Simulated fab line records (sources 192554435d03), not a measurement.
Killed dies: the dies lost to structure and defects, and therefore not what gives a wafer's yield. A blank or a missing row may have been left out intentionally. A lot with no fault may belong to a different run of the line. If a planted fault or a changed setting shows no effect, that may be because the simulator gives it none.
fab line records	flow n5Finfet
[record] lots = 7	wafers = 21
route steps=1938 shown HKMG_FIN@406 MOL_CONTACT_COAG@615 BEOL_M0_SAQP@635 BEOL_M1@761
startH: hours from the record's first day to the start of the lot's first wafer shown	waitH: hours elapsed since this lot's preceding step	" identical to the entry in the row above	L1.1+2: a single row standing in for several wafers	- no value, or no start given	* or withheld: withheld	< > ~ a bound
route shown NAME@n: NAME is a module with steps in the file, n the number in the route of the first one	usual: the fault-free wafers' mean and standard deviation	same: alike in all rows	chamber/n: place in a boat	sites: the reading at each site	_std_site: how widely they spread, as a standard deviation	_edge_site: the outer-site mean with the inner-site mean subtracted	radiusMm: for every site, how far away it sits from the centre of the wafer	mask NAME#n: copy n	behind: the most recent tool/chamber to have shaped the wafer	hold: cause of the lot's hold/its duration in hours/its outcome	device: names the non-switching transistor (n, p or np)	end of line: the same wafers' tests at the end of the route	a step given without rows: its recipe and nothing more	killed: not the wafer's yield, but the dies lost to structure and defects at the first sort	map: the dies of a wafer, with x for killed, . for not killed, _ for no die there
set.NAME: the setting as run; set.NAME@STEP: as run at that earlier step	model.NAME: the simulator's own value behind a step, which no gauge read
one table per step and one row per wafer, for lots whose settings were changed on purpose
[[steps]]
[step N5_HKMG_FIN_ETCH_58]
[recipe] chemistry = N2/H2	target = SOC	targetDepthA = 2158	ionEnergyEv = 50	biasW = 13	timeS = 741	pressureMtorr = 30	sourceW = 875	n2FlowSccm = 200	h2FlowSccm = 200
[usual] rfVppV = 98.9/0.95
lot.wafer	tool	chamber	startH	waitH	set.sourceW	rfVppV	model.HKMG_FIN.featureDepthNm	model.etch.depthNm	model.SOC_of_HKMG_FIN_COAT_41.thkNm
L075.1	rieDiel-03	1	79.40	0.0	965.8	96.7	232.2	232.2	66.8
L075.2	"	0	"	"	875	99.8	207	207	91.6
L075.5	"	1	"	"	965.8	95.3	231.4	231.4	67.6
L080.2	rieDiel-05	1	110.99	0.0	875	97.7	219	218.9	81.2
L080.5	"	1	"	"	809.6	100.5	203.2	203.3	96.8
L080.6	"	0	"	"	875	99.0	213.6	213.6	87.4
L081.1	rieDiel-05	1	115.33	0.0	875	99.9	217.6	217.6	83.2
L081.3	"	3	"	"	752.8	104.1	189.2	189.3	110.8
L081.5	"	2	"	"	752.8	104.0	191.6	191.7	109.4
L084.1	rieDiel-05	3	135.44	0.0	795.7	101.6	197.6	197.6	103
L084.2	"	2	"	"	795.7	102.2	198.4	198.5	102
L084.3	"	1	"	"	875	99.0	216	216.1	84.8
L088.2	rieDiel-03	1	162.01	0.0	875	98.8	214.6	214.7	85.6
L088.3	"	0	"	"	875	97.0	209.8	209.8	90.8
L088.5	"	2	"	"	875	98.8	218.6	218.6	82.8
L092.1	rieDiel-05	3	181.10	0.0	982.3	95.7	232.2	232.2	68
L092.4	"	2	"	"	875	99.2	213.8	213.8	86.8
L092.5	"	2	"	"	875	100.0	212.8	212.7	87.4
L096.1	rieDiel-05	1	213.11	0.0	875	100.0	215	215.1	85.2
L096.2	"	2	"	"	875	99.8	216.2	216.1	83.4
L096.3	"	3	"	"	875	98.8	214.2	214.1	85.4
[step N5_HKMG_FIN_ALD_79]
[recipe] material = TiN	targetThkA = 15	tempC = 400	aldPrecursorFamily = TiCl4	aldCoReactant = NH3	pulseTimeS = 1	purgeTimeS = 3	coReactantPurgeTimeS = 2	coReactantPulseTimeS = 2	aldCycles = 68	pressureTorr = 3
lot.wafer	tool	chamber	startH	waitH	set.aldCycles	model.TiN_of_HKMG_FIN_ALD_79.thkNm
L075.1+2	aldMetal-02	2,3	80.47	0.0	73	1.6
L075.5	"	2	"	"	68	1.4
L080.2	aldMetal-01	2	112.06	0.0	60	1.4
L080.5+6	"	0,1	"	"	68	1.6
L081.1	aldMetal-01	2	116.40	0.0	68	1.4
L081.3+5	"	1,2	"	"	68	1.6
L084.1	aldMetal-03	2	136.50	0.0	68	1.6
L084.2	"	3	"	"	68	1.4
L084.3	"	0	"	"	79	1.8
L088.2+3+5	aldMetal-01	0,1,3	163.08	0.0	68	1.4
L092.1	aldMetal-02	1	182.18	0.0	68	1.6
L092.4	"	3	"	"	79	1.8
L092.5	"	3	"	"	68	1.4
L096.1+2	aldMetal-03	2,1	214.17	0.0	58	1.2
L096.3	"	3	"	"	68	1.4
[step N5_HKMG_FIN_CVD_62]
[recipe] material = a-Si	targetThkA = 30	tempC = 500	precursor = Si2H6	pressureTorr = 1	timeS = 20.8
[step N5_HKMG_FIN_RTA_80]
[recipe] tempC = withheld	timeS = 2	ambient = N2	idleTempC = 600	rampUpCPerS = 150	rampDownCPerS = 60	coolToC = 600
[step N5_HKMG_FIN_PRECLEAN_64]
[recipe] chemistry = dHF	timeS = 30	tempC = 25	dilution = withheld
[step N5_HKMG_FIN_WET_ETCH_65]
[recipe] chemistry = TMAH	tempC = 70	concWtPct = 5	target = a-Si	stopOn = TiN	timeS = 49	targetDepthNm = 3
lot.wafer	tool	chamber	startH	waitH	set.aldCycles@HKMG_FIN_ALD_79	model.TiN_of_HKMG_FIN_ALD_79.thkNm
L075.1+2	wetBench-02	5,6	81.20	0.0	73	1.4
L075.5	"	0	"	"	68	1.2
L080.2	wetBench-01	6	112.71	0.0	60	1.2
L080.5	"	3	"	"	68	1.4
L080.6	"	5	"	"	68	1.2
L081.1+3	wetBench-05	3,7	117.09	0.0	68	1.2
L081.5	"	1	"	"	68	1.4
L084.1+2	wetBench-02	6,2	137.16	0.0	68	1.2
L084.3	"	7	"	"	79	1.6
L088.2+3+5	wetBench-01	7,2,6	163.76	0.0	68	1.2
L092.1+5	wetBench-01	1,2	182.89	0.0	68	1.2
L092.4	"	0	"	"	79	1.6
L096.1+2	wetBench-01	4,0	214.83	0.0	58	1
L096.3	"	6	"	"	68	1.2
[step N5_MOL_CONTACT_COAG_VIA_ETCH_117]
[recipe] chemistry = C4F6/O2	targetDepthA = 400	overetchA = 80	maskMaterial = SOC	target = SiO2	biasW = 455	pressureMtorr = 10	timeS = 26	sourceW = 325	Ar_flow_sccm = 300	C4F6_flow_sccm = 10	O2_flow_sccm = 10	ionEnergyEv = 575.3	ends = endPoint
[usual] rfVppV = 1575/14
lot.wafer	tool	chamber	startH	waitH	set.biasW	rfVppV
L075.1	rieDiel-05	3	110.38	0.0	485.6	1636
L075.2	"	1	"	"	455	1558
L075.5	"	3	"	"	455	1560
L080.2	rieDiel-03	3	139.44	0.0	455	1585
L080.5	"	1	"	"	455	1578
L080.6	"	2	"	"	532.3	1784
L081.1	rieDiel-05	2	148.98	0.0	514.8	1730
L081.3	"	0	"	"	455	1577
L081.5	"	2	"	"	514.8	1729
L084.1	rieDiel-06	1	166.56	0.0	455	1574
L084.2	"	0	"	"	455	1594
L084.3	"	2	"	"	455	1577
L088.2	rieDiel-05	1	193.42	0.0	455	1555
L088.3	"	2	"	"	455	1577
L088.5	"	3	"	"	455	1558
L092.1	rieDiel-05	3	210.49	0.0	511.1	1700
L092.4	"	1	"	"	455	1555
L092.5	"	1	"	"	455	1556
L096.1	rieDiel-03	2	246.32	0.0	492.9	1684
L096.2	"	0	"	"	455	1552
L096.3	"	3	"	"	492.9	1680
[step N5_MOL_CONTACT_COAG_CVD_140]
[recipe] material = W	targetThkA = 665	mode = selectiveFill	tempC = 300	timeS = 215
lot.wafer	tool	chamber	startH	waitH	set.targetThkA	model.W_of_MOL_CONTACT_COAG_CVD_140.thkNm
L075.1	cvdW-01	0	110.86	0.1	633.7	64.6
L075.2+5	"	1,0	"	"	665	67.4
L080.2	cvdW-02	1	139.92	0.1	665	66.4
L080.5+6	"	1,0	"	"	665	67
L081.1	cvdW-01	1	149.47	0.1	665	66.6
L081.3	"	1	"	"	665	66.4
L081.5	"	1	"	"	665	65.4
L084.1	cvdW-02	1	167.04	0.1	586.6	58.6
L084.2	"	0	"	"	665	66.2
L084.3	"	1	"	"	586.6	59.4
L088.2	cvdW-01	0	193.91	0.1	665	65.4
L088.3	"	1	"	"	665	66
L088.5	"	0	"	"	665	67
L092.1	cvdW-02	1	210.98	0.1	617.9	61.6
L092.4	"	0	"	"	665	65.6
L092.5	"	0	"	"	665	65.8
L096.1	cvdW-01	0	246.80	0.1	665	66.6
L096.2	"	1	"	"	665	66.4
L096.3	"	0	"	"	665	67
[step N5_BEOL_M0_SAQP_PECVD_03]
[recipe] material = SiCN	targetThkA = 120	tempC = withheld	precursor = 3MS/NH3	pressureTorr = 3	rfW = 202	timeS = 21.1
lot.wafer	tool	chamber	startH	waitH	set.timeS	model.SiCN_of_BEOL_M0_SAQP_PECVD_03.thkNm
L075.1	pecvd-02	2	116.69	0.1	21.1	11.8
L075.2	"	0	"	"	21.1	12
L075.5	"	0	"	"	20.23	11.6
L080.2	pecvd-04	0	145.10	0.1	21.1	11.8
L080.5+6	"	0,2	"	"	21.1	12
L081.1	pecvd-04	0	155.43	0.1	21.1	12
L081.3	"	2	"	"	19.03	10.6
L081.5	"	1	"	"	19.03	10.8
L084.1	pecvd-02	2	173.87	0.1	21.1	11.6
L084.2+3	"	1,0	"	"	21.1	11.8
L088.2+3	pecvd-03	0,2	200.01	0.1	21.1	11.6
L088.5	"	0	"	"	21.1	11.8
L092.1+4	pecvd-02	2,0	219.63	0.1	23.4	13.4
L092.5	"	1	"	"	21.1	12
L096.1+2+3	pecvd-03	0,2,1	251.67	0.1	21.1	12
[step N5_BEOL_M0_SAQP_PECVD_96]
[recipe] material = a-Si	targetThkA = 450	tempC = 350	precursor = SiH4/He	pressureTorr = 3	rfW = 100	timeS = 45.2
[step N5_BEOL_M0_SAQP_PECVD_97]
[recipe] material = SiNx	targetThkA = 230	tempC = 350	precursor = SiH4/NH3/N2	pressureTorr = 1.5	rfW = 300	timeS = 19.9
[step N5_BEOL_M0_SAQP_ETCH_101]
[recipe] chemistry = CH3F/O2	target = SiNx	maskMaterial = SiO2	targetDepthA = 299	timeS = 42.7	pressureMtorr = 30	sourceW = 395	biasW = 73	Ar_flow_sccm = 150	CH3F_flow_sccm = 30	O2_flow_sccm = 20	ionEnergyEv = 120
[step N5_BEOL_M0_SAQP_ETCH_102]
[recipe] chemistry = CF4	target = SiO2	targetDepthA = 40	ionEnergyEv = 350	timeS = 4.4	pressureMtorr = 10	icpW = 800	biasW = 400	cf4FlowSccm = 80
[step N5_BEOL_M0_SAQP_MANDREL_ETCH_103]
[recipe] chemistry = HBr/Cl2	target = a-Si	targetDepthA = 450	btTimeS = 10	stopOn = SiCN	maskMaterial = SiO2	overEtchFrac = 0.8	timeS = 27	pressureMtorr = 10	icpW = 800	biasW = 75	HBr_flow_sccm = 150	Cl2_flow_sccm = 80	ends = endPoint
lot.wafer	tool	chamber	startH	waitH	set.timeS@BEOL_M0_SAQP_PECVD_03	model.SiCN_of_BEOL_M0_SAQP_PECVD_03.thkNm
L075.1+2	rieSi-04	3,0	119.21	0.0	21.1	8.8
L075.5	"	3	"	"	20.23	8.6
L080.2	rieSi-04	0	148.01	0.0	21.1	8.6
L080.5	"	1	"	"	21.1	8.8
L080.6	"	0	"	"	21.1	9
L081.1	rieSi-03	0	160.15	0.0	21.1	8.8
L081.3	"	3	"	"	19.03	7.6
L081.5	"	3	"	"	19.03	7.8
L084.1+2+3	rieSi-04	2,0,1	176.53	0.0	21.1	8.6
L088.2	rieSi-02	2	202.54	0.0	21.1	8.4
L088.3+5	"	0	"	"	21.1	8.6
L092.1+4	rieSi-02	0,3	222.94	0.0	23.4	10.2
L092.5	"	2	"	"	21.1	8.8
L096.1+2+3	rieSi-02	3,2,1	254.06	0.0	21.1	8.8
[step N5_BEOL_M0_SAQP_EXPOSE_37]
[recipe] maskId = M0_CUT1	na = 0.33	sourceShape = annular	sigmaInner = 0.35	sigmaOuter = 0.8	polarization = unpolarized	targetCdNm = 30	doseMj = 44.75
lot.wafer	tool	chamber	startH	waitH	mask	set.doseMj
L075.1+2+5	euvScanner-01	0	121.16	-	M0_CUT1#0	44.75
L080.2+5	euvScanner-02	0	149.97	-	M0_CUT1#0	44.75
L080.6	"	0	"	"	M0_CUT1#0	46.45
L081.1+3	euvScanner-01	0	162.62	-	M0_CUT1#0	44.75
L081.5	"	0	"	"	M0_CUT1#0	42.6
L084.1	euvScanner-02	0	180.45	-	M0_CUT1#0	44.75
L084.2+3	"	0	"	"	M0_CUT1#0	46.07
L088.2+3+5	euvScanner-01	0	204.57	-	M0_CUT1#0	44.75
L092.1+4+5	euvScanner-02	0	224.82	-	M0_CUT1#0	44.75
L096.1+2	euvScanner-01	0	255.92	-	M0_CUT1#0	44.75
L096.3	"	0	"	"	M0_CUT1#0	43.35
[step N5_BEOL_M0_SAQP_PEB_38]
[recipe] pebTempC = 100	pebTimeS = 60	resist = CAR-EUV
[step N5_BEOL_M0_SAQP_DEVELOP_39]
[recipe] developTimeS = 30	developer = TMAH	resist = CAR-EUV	rinseLiquid = surfactantRinse	dry = airSpin	devTempC = 23
[step N5_BEOL_M0_SAQP_CD_MEAS_40]
[recipe] targetCdNm = 30	landingEnergyEv = 500	detector = seInlens
[usual] cdNm = 29.96/0.23
lot.wafer	tool	chamber	startH	waitH	set.doseMj@BEOL_M0_SAQP_EXPOSE_37	cdNm
L075.1	cdSem-03	0	121.30	-	44.75	30.32
L075.2	"	0	"	"	44.75	30.27
L075.5	"	0	"	"	44.75	30.35
L080.2	cdSem-02	0	150.10	-	44.75	29.99
L080.5	"	0	"	"	44.75	29.87
L080.6	"	0	"	"	46.45	30.99
L081.1	cdSem-02	0	162.76	-	44.75	29.58
L081.3	"	0	"	"	44.75	29.72
L081.5	"	0	"	"	42.6	28.95
L084.1	cdSem-01	0	180.58	-	44.75	29.89
L084.2	"	0	"	"	46.07	30.51
L084.3	"	0	"	"	46.07	30.81
L088.2	cdSem-01	0	204.70	-	44.75	29.95
L088.3	"	0	"	"	44.75	29.83
L088.5	"	0	"	"	44.75	29.83
L092.1	cdSem-01	0	224.95	-	44.75	29.69
L092.4	"	0	"	"	44.75	30.09
L092.5	"	0	"	"	44.75	29.88
L096.1	cdSem-01	0	256.06	-	44.75	29.89
L096.2	"	0	"	"	44.75	29.84
L096.3	"	0	"	"	43.35	29.49
[step N5_BEOL_M0_SAQP_DESCUM_45]
[recipe] chemistry = O2	timeS = 7	sourcePowerW = 50	biasPowerW = 20	pressureMtorr = 20	rfFrequencyHz = 2.712e+07	tempC = 40	resist = CAR-EUV	o2FlowSccm = 225
lot.wafer	tool	chamber	startH	waitH	set.timeS	set.doseMj@BEOL_M0_SAQP_EXPOSE_37	model.CAR-EUV_of_BEOL_M0_SAQP_COAT_34.thkNm	model.BEOL_M0_SAQP.cdNm
L075.1+5	rieDiel-02	2	121.42	0.0	7.726	44.75	25.6	30.2
L075.2	"	3	"	"	7	44.75	26	30
L080.2	rieDiel-01	1	150.56	0.4	7	44.75	26.2	30.2
L080.5	"	1	"	"	5.555	44.75	26.8	30
L080.6	"	0	"	"	5.555	46.45	26.8	30.8
L081.1+3	rieDiel-04	2,3	162.91	0.1	6.512	44.75	26.4	29.8
L081.5	"	0	"	"	7	42.6	26.2	28.8
L084.1	rieDiel-01	3	180.71	0.0	7	44.75	26	30
L084.2	"	1	"	"	7	46.07	26	30.4
L084.3	"	0	"	"	7	46.07	26	30.8
L088.2	rieDiel-02	0	204.82	0.0	7	44.75	26.2	29.6
L088.3	"	2	"	"	7	44.75	26.2	29.8
L088.5	"	0	"	"	7	44.75	26.2	30
L092.1	rieDiel-01	2	225.07	0.0	5.784	44.75	26.8	29.8
L092.4	"	2	"	"	7	44.75	26.2	29.8
L092.5	"	1	"	"	5.784	44.75	26.6	30
L096.1	rieDiel-01	1	256.18	0.0	5.721	44.75	26.8	29.6
L096.2	"	0	"	"	7	44.75	26	30
L096.3	"	3	"	"	7	43.35	26.2	29.4
[step N5_BEOL_M0_SAQP_ETCH_88]
[recipe] chemistry = N2/H2	target = underlayer	targetDepthA = 65	timeS = 5.2	ionEnergyEv = 200	maskMaterial = CAR-EUV	pressureMtorr = 30	sourceW = 840	biasW = 150	n2FlowSccm = 200	h2FlowSccm = 200	ends = cleared
lot.wafer	tool	chamber	startH	waitH	set.doseMj@BEOL_M0_SAQP_EXPOSE_37	model.BEOL_M0_SAQP.cdNm
L075.1+5	rieDiel-02	2	121.45	0.0	44.75	30.2
L075.2	"	3	"	"	44.75	30
L080.2	rieDiel-01	1	150.59	0.0	44.75	30.2
L080.5	"	1	"	"	44.75	30
L080.6	"	0	"	"	46.45	30.8
L081.1	rieDiel-04	2	162.94	0.0	44.75	29.8
L081.3	"	3	"	"	44.75	30
L081.5	"	0	"	"	42.6	28.8
L084.1	rieDiel-01	3	180.74	0.0	44.75	30
L084.2	"	1	"	"	46.07	30.4
L084.3	"	0	"	"	46.07	30.6
L088.2+3	rieDiel-02	0,2	204.86	0.0	44.75	29.8
L088.5	"	0	"	"	44.75	30
L092.1+5	rieDiel-01	2,1	225.11	0.0	44.75	29.8
L092.4	"	2	"	"	44.75	30
L096.1	rieDiel-01	1	256.21	0.0	44.75	29.6
L096.2	"	0	"	"	44.75	30
L096.3	"	3	"	"	43.35	29.2
[step N5_BEOL_M1_EXPOSE_08]
[recipe] maskId = M1	na = 0.33	sourceShape = dipole	sigmaInner = 0.369	sigmaOuter = 0.767	polarization = unpolarized	doseMj = 33
lot.wafer	tool	chamber	startH	waitH	mask	set.doseMj
L075.1	euvScanner-01	0	137.62	-	M1#0	33
L075.2+5	"	0	"	"	M1#0	34.83
L080.2	euvScanner-02	0	163.95	-	M1#0	31.58
L080.5+6	"	0	"	"	M1#0	33
L081.1+5	euvScanner-01	0	173.88	-	M1#0	33
L081.3	"	0	"	"	M1#0	34.35
L084.1+3	euvScanner-02	0	191.35	-	M1#0	30.72
L084.2	"	0	"	"	M1#0	33
L088.2+3+5	euvScanner-01	0	216.79	-	M1#0	33
L092.1	euvScanner-01	0	235.70	-	M1#0	30.95
L092.4+5	"	0	"	"	M1#0	33
L096.1+2+3	euvScanner-02	0	264.20	-	M1#0	33
[step N5_BEOL_M1_PEB_09]
[recipe] pebTempC = 100	pebTimeS = 60	resist = CAR-EUV
[step N5_BEOL_M1_DEVELOP_10]
[recipe] developTimeS = 30	developer = TMAH	resist = CAR-EUV	rinseLiquid = surfactantRinse	dry = airSpin	devTempC = 23
[step N5_BEOL_M1_CD_MEAS_11]
[recipe] targetCdNm = 17.05	landingEnergyEv = 500	detector = seInlens	polarity = opening
[usual] cdNm = 17.07/0.23
lot.wafer	tool	chamber	startH	waitH	set.doseMj@BEOL_M1_EXPOSE_08	cdNm
L075.1	cdSem-03	0	137.75	-	33	17.06
L075.2	"	0	"	"	34.83	17.80
L075.5	"	0	"	"	34.83	18.27
L080.2	cdSem-03	0	164.07	-	31.58	16.04
L080.5	"	0	"	"	33	16.81
L080.6	"	0	"	"	33	17.12
L081.1	cdSem-03	0	174.01	-	33	17.17
L081.3	"	0	"	"	34.35	17.63
L081.5	"	0	"	"	33	16.91
L084.1	cdSem-02	0	191.47	-	30.72	15.29
L084.2	"	0	"	"	33	16.80
L084.3	"	0	"	"	30.72	15.92
L088.2	cdSem-02	0	216.91	-	33	17.05
L088.3	"	0	"	"	33	17.12
L088.5	"	0	"	"	33	17.07
L092.1	cdSem-01	0	235.82	-	30.95	15.97
L092.4	"	0	"	"	33	17.14
L092.5	"	0	"	"	33	17.78
L096.1	cdSem-02	0	264.33	-	33	16.98
L096.2	"	0	"	"	33	17.03
L096.3	"	0	"	"	33	17.27
[step N5_BEOL_M1_DESCUM_16]
[recipe] chemistry = O2	timeS = 7	sourcePowerW = 50	biasPowerW = 20	pressureMtorr = 20	rfFrequencyHz = 2.712e+07	tempC = 40	resist = CAR-EUV	o2FlowSccm = 225
[step N5_BEOL_M1_ETCH_74]
[recipe] chemistry = N2/H2	target = underlayer	targetDepthA = 65	maskMaterial = CAR-EUV	timeS = 5.2	ionEnergyEv = 200	pressureMtorr = 30	sourceW = 840	biasW = 150	n2FlowSccm = 200	h2FlowSccm = 200	ends = cleared
lot.wafer	tool	chamber	startH	waitH	set.doseMj@BEOL_M1_EXPOSE_08	model.BEOL_M1.cdOffsetNm
L075.1	rieDiel-01	3	137.98	0.0	33	0
L075.2+5	"	1,0	"	"	34.83	1
L080.2	rieDiel-01	1	164.67	0.0	31.58	-1
L080.5+6	"	3,2	"	"	33	0
L081.1+5	rieDiel-04	1,0	174.20	0.0	33	0
L081.3	"	0	"	"	34.35	0.8
L084.1+3	rieDiel-02	0,2	191.64	0.0	30.72	-1.6
L084.2	"	1	"	"	33	0
L088.2	rieDiel-02	1	217.07	0.0	33	0
L088.3+5	"	0	"	"	33	-0.2
L092.1	rieDiel-01	0	235.98	0.0	30.95	-1
L092.4	"	1	"	"	33	0.2
L092.5	"	2	"	"	33	0.4
L096.1+2	rieDiel-04	2,0	264.64	0.0	33	0.2
L096.3	"	3	"	"	33	0
[[key]]
[split] step = N5_HKMG_FIN_ETCH_58	setting = sourceW	stated = 875	by = wafer
[response] step = N5_HKMG_FIN_ETCH_58	reading = rfVppV	change = -0.318	per = 1%	r = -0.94
[response] step = N5_HKMG_FIN_ETCH_58	reading = model.HKMG_FIN.featureDepthNm	change = +1.91	per = 1%	r = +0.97
[response] step = N5_HKMG_FIN_ETCH_58	reading = model.etch.depthNm	change = +1.91	per = 1%	r = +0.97
[response] step = N5_HKMG_FIN_ETCH_58	reading = model.SOC_of_HKMG_FIN_COAT_41.thkNm	change = -1.89	per = 1%	r = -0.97
[split] step = N5_HKMG_FIN_ALD_79	setting = aldCycles	stated = 68	by = wafer
[response] step = N5_HKMG_FIN_ALD_79	reading = model.TiN_of_HKMG_FIN_ALD_79.thkNm	change = +0.0177	per = 1%	r = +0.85
[response] step = N5_HKMG_FIN_WET_ETCH_65	reading = model.TiN_of_HKMG_FIN_ALD_79.thkNm	change = +0.0199	per = 1%	r = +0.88
[split] step = N5_MOL_CONTACT_COAG_VIA_ETCH_117	setting = biasW	stated = 455	by = wafer
[response] step = N5_MOL_CONTACT_COAG_VIA_ETCH_117	reading = rfVppV	change = +12.1	per = 1%	r = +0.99
[split] step = N5_MOL_CONTACT_COAG_CVD_140	setting = targetThkA	stated = 665	by = wafer
[response] step = N5_MOL_CONTACT_COAG_CVD_140	reading = model.W_of_MOL_CONTACT_COAG_CVD_140.thkNm	change = +0.601	per = 1%	r = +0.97
[split] step = N5_BEOL_M0_SAQP_PECVD_03	setting = timeS	stated = 21.1	by = wafer
[response] step = N5_BEOL_M0_SAQP_PECVD_03	reading = model.SiCN_of_BEOL_M0_SAQP_PECVD_03.thkNm	change = +0.126	per = 1%	r = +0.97
[response] step = N5_BEOL_M0_SAQP_MANDREL_ETCH_103	reading = model.SiCN_of_BEOL_M0_SAQP_PECVD_03.thkNm	change = +0.116	per = 1%	r = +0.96
[split] step = N5_BEOL_M0_SAQP_EXPOSE_37	setting = doseMj	stated = 44.75	by = wafer
[response] step = N5_BEOL_M0_SAQP_CD_MEAS_40	reading = cdNm	change = +0.194	per = 1%	r = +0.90
[response] step = N5_BEOL_M0_SAQP_DESCUM_45	reading = model.BEOL_M0_SAQP.cdNm	change = +0.187	per = 1%	r = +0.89
[response] step = N5_BEOL_M0_SAQP_ETCH_88	reading = model.BEOL_M0_SAQP.cdNm	change = +0.202	per = 1%	r = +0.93
[split] step = N5_BEOL_M0_SAQP_DESCUM_45	setting = timeS	stated = 7	by = wafer
[response] step = N5_BEOL_M0_SAQP_DESCUM_45	reading = model.CAR-EUV_of_BEOL_M0_SAQP_COAT_34.thkNm	change = -0.0324	per = 1%	r = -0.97
[split] step = N5_BEOL_M1_EXPOSE_08	setting = doseMj	stated = 33	by = wafer
[response] step = N5_BEOL_M1_CD_MEAS_11	reading = cdNm	change = +0.193	per = 1%	r = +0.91
[response] step = N5_BEOL_M1_ETCH_74	reading = model.BEOL_M1.cdOffsetNm	change = +0.212	per = 1%	r = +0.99
